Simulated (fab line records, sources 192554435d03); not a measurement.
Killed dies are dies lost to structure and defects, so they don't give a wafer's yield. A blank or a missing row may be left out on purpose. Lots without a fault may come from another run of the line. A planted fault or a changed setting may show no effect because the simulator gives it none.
Split-lot experiment | flow n5_finfet | 7 lots, 39 wafers read, on a route of 1938 steps

THE SPLIT
At N5_GATE_CUT_HM_DEP_46 (deposits SiO2 from TEOS/O2, target thk 130 nm, time 26.6 s), the setting time_s was moved away from the recipe's 26.6 s on 15 of the 39 wafers read, by -14.8% to +8.6%. The other wafers ran this setting at the recipe's value.

FROM THE SPLIT TO THE READING: what the file shows between them, 12 steps
- N5_GATE_CUT_COAT_34: time 60 s, resist thk 60 nm
- N5_GATE_CUT_COAT_35: time 60 s, resist thk 10 nm
- N5_GATE_CUT_STRIP_38: strips in N2/H2
- N5_GATE_CUT_STRIP_39: strips in N2/H2
- N5_GATE_CUT_HM_OPEN_40: chemistry C4F6/O2, target SiO2, target depth 139 nm, time 85.1 s
- N5_GATE_CUT_STRIP_41: strips in CF4
- N5_GATE_CUT_STRIP_42: strips in O2
- N5_GATE_CUT_ETCH_19: etches SiNx in CH3F/O2, target depth 53.7 nm, time 76.7 s
- N5_GATE_CUT_CUT_ETCH_53: etches W in SF6/Cl2, target depth 79.2 nm
- N5_GATE_CUT_CUT_ETCH_54: etches TiN in Cl2/BCl3, target depth 96.7 nm
- N5_GATE_CUT_ALD_22: deposits SiNx, target thk 16 nm, pulse time 1 s, ald cycles 320
- N5_GATE_CUT_CMP_23: polishes, stops on SiO2, t overpolish 23.4 s, target thk 16 nm

THE READING
GC_FILL_THK, in nm, at N5_GATE_CUT_THK_MEAS_24. Fault-free wafers of this fab line usually give 220.8 nm, standard deviation 1.8 nm.

wafer  | tool, chamber at the split | time_s as run, s | against the recipe | GC_FILL_THK, nm | against lot-mates on the recipe
L076.1 | pecvd-01, 2                | 26.6             | recipe             | 217.7           | -
L076.2 | pecvd-01, 1                | 26.6             | recipe             | 221.1           | -
L076.3 | pecvd-01, 0                | 26.6             | recipe             | 221.3           | -
L076.4 | pecvd-01, 1                | 25.49            | -4.2%              | 219.0           | -1.0
L076.5 | pecvd-01, 0                | 25.49            | -4.2%              | 215.3           | -4.7
L076.6 | pecvd-01, 2                | 25.49            | -4.2%              | 218.0           | -2.0
L084.1 | pecvd-03, 2                | 26.6             | recipe             | 219.1           | -
L084.2 | pecvd-03, 1                | 26.6             | recipe             | 220.9           | -
L084.3 | pecvd-03, 0                | 22.67            | -14.8%             | 201.7           | -17.8
L084.4 | pecvd-03, 1                | 22.67            | -14.8%             | 202.2           | -17.3
L084.5 | pecvd-03, 0                | 22.67            | -14.8%             | 204.6           | -14.9
L084.6 | pecvd-03, 2                | 26.6             | recipe             | 218.6           | -
L088.1 | pecvd-03, 0                | 26.6             | recipe             | 218.8           | -
L088.2 | pecvd-03, 1                | 28.9             | +8.6%              | 229.2           | +9.6
L088.3 | pecvd-03, 2                | 26.6             | recipe             | 217.3           | -
L088.4 | pecvd-03, 2                | 28.9             | +8.6%              | 229.8           | +10.2
L088.5 | pecvd-03, 0                | 26.6             | recipe             | 222.8           | -
L088.6 | pecvd-03, 1                | 28.9             | +8.6%              | 229.3           | +9.7
L093.1 | pecvd-01, 2                | 26.6             | recipe             | 217.9           | -
L093.2 | pecvd-01, 1                | 26.6             | recipe             | 220.7           | -
L093.3 | pecvd-01, 0                | 25.14            | -5.5%              | 213.1           | -7.1
L093.4 | pecvd-01, 2                | 25.14            | -5.5%              | 215.5           | -4.7
L093.5 | pecvd-01, 1                | 25.14            | -5.5%              | 213.1           | -7.1
L093.6 | pecvd-01, 0                | 26.6             | recipe             | 221.9           | -
L095.1 | pecvd-02, 1                | 26.6             | recipe             | 219.9           | -
L095.2 | pecvd-02, 0                | 26.6             | recipe             | 218.1           | -
L095.3 | pecvd-02, 2                | 26.6             | recipe             | 219.3           | -
L095.4 | pecvd-02, 2                | 26.6             | recipe             | 221.1           | -
L095.5 | pecvd-02, 1                | 26.6             | recipe             | 221.3           | -
L095.6 | pecvd-02, 0                | 26.6             | recipe             | 222.7           | -
L096.1 | pecvd-01, 0                | 26.6             | recipe             | 217.9           | -
L096.2 | pecvd-01, 1                | 26.6             | recipe             | 217.7           | -
L096.5 | pecvd-01, 1                | 26.6             | recipe             | 220.8           | -
L097.1 | pecvd-03, 0                | 28.83            | +8.4%              | 229.9           | +10.2
L097.2 | pecvd-03, 2                | 26.6             | recipe             | 217.4           | -
L097.3 | pecvd-03, 1                | 28.83            | +8.4%              | 229.7           | +10.0
L097.4 | pecvd-03, 1                | 26.6             | recipe             | 222.0           | -
L097.5 | pecvd-03, 0                | 28.83            | +8.4%              | 231.4           | +11.7
L097.6 | pecvd-03, 2                | 26.6             | recipe             | 219.7           | -

THE FIT
A straight line over all 39 wafers: GC_FILL_THK changes by +1.14 nm for each +1% of time_s; r = +0.97; the points scatter about the line by 1.7 nm.
The same after taking each lot's own level away (the mean of its wafers on the recipe; 39 wafers): +1.14 nm for each +1%; r = +0.97; scatter 1.6 nm.
On that fit, the largest move of time_s shifts the reading by 17 nm.
The lots' own levels span 218.80 to 220.40 nm, that is 0.9 times the standard deviation above.
So the lot-to-lot level changes the slope little: the two slopes agree.
Check: with one of the wafers moved furthest among these (-14.8%) left out of the fit, the line predicts -16.3 nm for it against its lot-mates. It came out at -17.8 nm against them.

OTHER SPLITS ON THESE WAFERS
These wafers also went through other splits before the reading. Each is held against what the fit with the lots' levels taken away leaves over:
other split on the same wafers             | wafers away from the commonest value | r with GC_FILL_THK (lot level and that fit taken away)
N5_FIN_SAQP_MANDREL_ETCH_22 target_depth_a | 15                                   | -0.14
N5_DUMMY_GATE_ETCH_31 target_depth_a       | 15                                   | +0.38
N5_DUMMY_GATE_ETCH_42 bias_w               | 15                                   | -0.23

THE WHOLE CHAIN: every reading that the file lists as answering this split, in the file's order
step                    | what it does                                                     | reading                                                                            | change (the file's fit)                | r (the file's)
N5_GATE_CUT_HM_DEP_46   | deposits SiO2 from TEOS/O2, target thk 130 nm, time 26.6 s       | SiO2_of_GATE_CUT_HM_DEP_46.thk_nm (the simulator's own value, which no gauge read) | +1.15 nm for each +1% of the setting   | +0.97
N5_GATE_CUT_HM_OPEN_40  | chemistry C4F6/O2, target SiO2, target depth 139 nm, time 85.1 s | etch_rf_on_time_s                                                                  | withheld for each +1% of the setting   | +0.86
N5_GATE_CUT_HM_OPEN_40  | chemistry C4F6/O2, target SiO2, target depth 139 nm, time 85.1 s | etch.depth_nm (the simulator's own value, which no gauge read)                     | +1.16 nm for each +1% of the setting   | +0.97
N5_GATE_CUT_HM_OPEN_40  | chemistry C4F6/O2, target SiO2, target depth 139 nm, time 85.1 s | SOC_of_GATE_CUT_COAT_34.thk_nm (the simulator's own value, which no gauge read)    | -0.235 nm for each +1% of the setting  | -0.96
N5_GATE_CUT_ETCH_19     | etches SiNx in CH3F/O2, target depth 53.7 nm, time 76.7 s        | SiO2_of_GATE_CUT_HM_DEP_46.thk_nm (the simulator's own value, which no gauge read) | +1.16 nm for each +1% of the setting   | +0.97
N5_GATE_CUT_THK_MEAS_24 |                                                                  | GC_FILL_THK                                                                        | +1.13 for each +1% of the setting      | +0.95
N5_GATE_CUT_CMP_43      | polishes SiO2                                                    | SiO2_of_GATE_CUT_HM_DEP_46.thk_nm (the simulator's own value, which no gauge read) | +0.0568 nm for each +1% of the setting | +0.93

THE FILE'S OWN FIT
GC_FILL_THK changes by +1.13 nm for each +1% of time_s, r = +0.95.
